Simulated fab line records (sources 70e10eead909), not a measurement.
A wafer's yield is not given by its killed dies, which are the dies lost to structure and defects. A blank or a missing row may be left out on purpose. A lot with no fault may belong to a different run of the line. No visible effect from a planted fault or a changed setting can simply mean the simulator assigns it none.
The tool behind it: which one? -- flow nandHarc -- Sampling: 13 lots, 39 wafers, 4 of 1302 route steps

WHAT THE GAUGES SHOWED, per wafer
NHARC_P_ZERO_WELL_CD_MEAS_24: the cd target is 720 nm. Usual: cdNm 719.9 nm, standard deviation 1.1.
lot,measured,on,cdNm (nm),flag
L264,day 1 22:35,cdSem-02,718.2 720.1 719.8,
L265,day 2 08:35,cdSem-01,720.1 720.7 720.8,
L266,day 2 18:50,cdSem-03,719.2 720.6 719.6,
L270,day 4 10:38,cdSem-01,- - -,OFF
L277,day 7 08:36,cdSem-01,719.8 717.8 718.3,
L279,day 8 04:40,cdSem-03,721.3 722.0 720.4,
L280,day 8 14:35,cdSem-01,719.7 719.2 718.8,
L281,day 9 00:50,cdSem-02,720.5 717.5 719.0,
L282,day 9 10:29,cdSem-03,718.9 718.3 719.1,
L283,day 9 20:27,cdSem-02,719.6 719.5 718.5,
L284,day 10 06:36,cdSem-03,721.1 720.6 720.1,
L286,day 11 02:43,cdSem-01,720.6 722.0 719.7,
L287,day 11 12:36,cdSem-03,719.1 719.5 719.5,

NHARC_P_STI_OCD_MEAS_43. Usual: trenchDepthNm 300.1 nm, standard deviation 2.8; trenchFootCdNm 157.9 nm, standard deviation 1.6.
lot,measured,on,trenchDepthNm (nm),trenchFootCdNm (nm),flag
L264,day 3 03:49,ocd-01,300.3 301.2 299.0,158.7 155.6 157.6,
L265,day 3 10:25,ocd-02,304.9 296.9 299.0,154.2 155.1 157.9,
L266,day 3 17:10,ocd-02,301.7 299.8 300.5,158.9 160.7 158.7,
L277,day 8 08:04,ocd-01,303.6 297.9 303.5,157.5 158.7 158.1,
L279,day 9 02:10,ocd-02,294.2 297.8 300.3,162.1 159.3 158.5,
L280,day 9 12:50,ocd-02,303.4 300.2 302.4,158.0 160.9 159.0,
L281,day 9 23:46,ocd-01,298.2 300.5 300.2,158.4 156.6 158.0,
L282,day 10 07:13,ocd-02,299.9 300.9 300.8,159.1 158.4 159.4,
L283,day 10 18:49,ocd-02,296.4 304.5 302.6,155.6 156.0 154.8,
L284,day 11 06:21,ocd-02,301.9 299.9 303.6,158.5 160.4 158.6,
L286,day 12 03:14,ocd-02,295.6 296.6 297.4,156.6 155.9 156.1,
L287,day 12 13:18,ocd-01,298.4 298.2 299.5,155.3 155.7 158.1,

WHICH TOOL RAN EACH LOT (tool, then ch and the chambers of the sampled wafers, then the start)
lot,NHARC_P_ZERO_WELL_EXPOSE_21,NHARC_P_ZERO_WELL_RTA_42
L264,"krfScanner-01 ch 0, day 1 22:26","rtpAnneal-01 ch 0, day 2 03:00"
L265,"krfScanner-02 ch 0, day 2 08:26","rtpAnneal-01 ch 0, day 2 12:58"
L266,"krfScanner-01 ch 0, day 2 18:41","rtpAnneal-01 ch 0, day 2 23:16"
L270,"krfScanner-02 ch 0, day 4 10:28","rtpAnneal-02 ch 0, day 4 14:50"
L277,"krfScanner-01 ch 0, day 7 08:27","rtpAnneal-02 ch 0, day 7 12:54"
L279,"krfScanner-02 ch 0, day 8 04:31","rtpAnneal-02 ch 0, day 8 09:18"
L280,"krfScanner-01 ch 0, day 8 14:26","rtpAnneal-02 ch 0, day 8 18:58"
L281,"krfScanner-02 ch 0, day 9 00:41","rtpAnneal-02 ch 0, day 9 05:29"
L282,"krfScanner-02 ch 0, day 9 10:20","rtpAnneal-01 ch 0, day 9 14:58"
L283,"krfScanner-02 ch 0, day 9 20:18","rtpAnneal-01 ch 0, day 10 00:56"
L284,"krfScanner-04 ch 0, day 10 06:26","rtpAnneal-02 ch 0, day 10 10:53"
L286,"krfScanner-04 ch 0, day 11 02:33","rtpAnneal-01 ch 0, day 11 07:04"
L287,"krfScanner-02 ch 0, day 11 12:26","rtpAnneal-02 ch 0, day 11 16:59"
- NHARC_P_ZERO_WELL_EXPOSE_21: exposes mask P NWELL, target cd 720 nm.
- NHARC_P_ZERO_WELL_RTA_42: time 300 s.

WHAT THE TOOLS THEMSELVES READ (means of the sampled wafers that have a number; where no wafer has one, the mark that the record gives instead)
NHARC_P_ZERO_WELL_RTA_42. Usual: lampPowerPct 39.4 %, standard deviation 2.1; wafer_temp_C_max 1105.5, standard deviation 1.
lot,tool,lampPowerPct (%),wafer_temp_C_max,flag
L264,rtpAnneal-01,36.5,1104.9,
L265,rtpAnneal-01,36.5,1105.4,
L266,rtpAnneal-01,36.4,1105.5,
L270,rtpAnneal-02,40.8,1105.9,
L277,rtpAnneal-02,40.8,1105.6,
L279,rtpAnneal-02,40.8,1106.0,
L280,rtpAnneal-02,40.8,1106.4,
L281,rtpAnneal-02,40.9,1106.1,
L282,rtpAnneal-01,36.5,1104.7,
L283,rtpAnneal-01,36.5,1103.8,
L284,rtpAnneal-02,40.8,1107.7,
L286,rtpAnneal-01,36.4,1105.0,
L287,rtpAnneal-02,40.9,1105.2,

THE ANSWER, worked out from the rows above alone
Rule: a lot counts as off when the mean over its wafers that have a number is more than 3 standard deviations away from the usual mean. Also off: a lot with no number at a reading for which 4 or more lots have one. Where the step has rows for the other lots, those lots are counted as sound. Order of review: gauges by route order, followed by the tools' own readings, for which a lot's mean as printed above is used. The first step at which some lot is off is used, and at that step the reading that is off furthest; a lot without a number counts as furthest.
Off, at NHARC_P_ZERO_WELL_CD_MEAS_24 on cdNm: L270. Without a number there: L270.
A tool fits if, at a process step before that reading, it ran every lot that is off, and no sound lot after the first of them. The gauges at NHARC_P_ZERO_WELL_CD_MEAS_24 are tried like those tools. None of those tried fits.

WHAT HAD BEEN PUT IN BY THE SIMULATOR
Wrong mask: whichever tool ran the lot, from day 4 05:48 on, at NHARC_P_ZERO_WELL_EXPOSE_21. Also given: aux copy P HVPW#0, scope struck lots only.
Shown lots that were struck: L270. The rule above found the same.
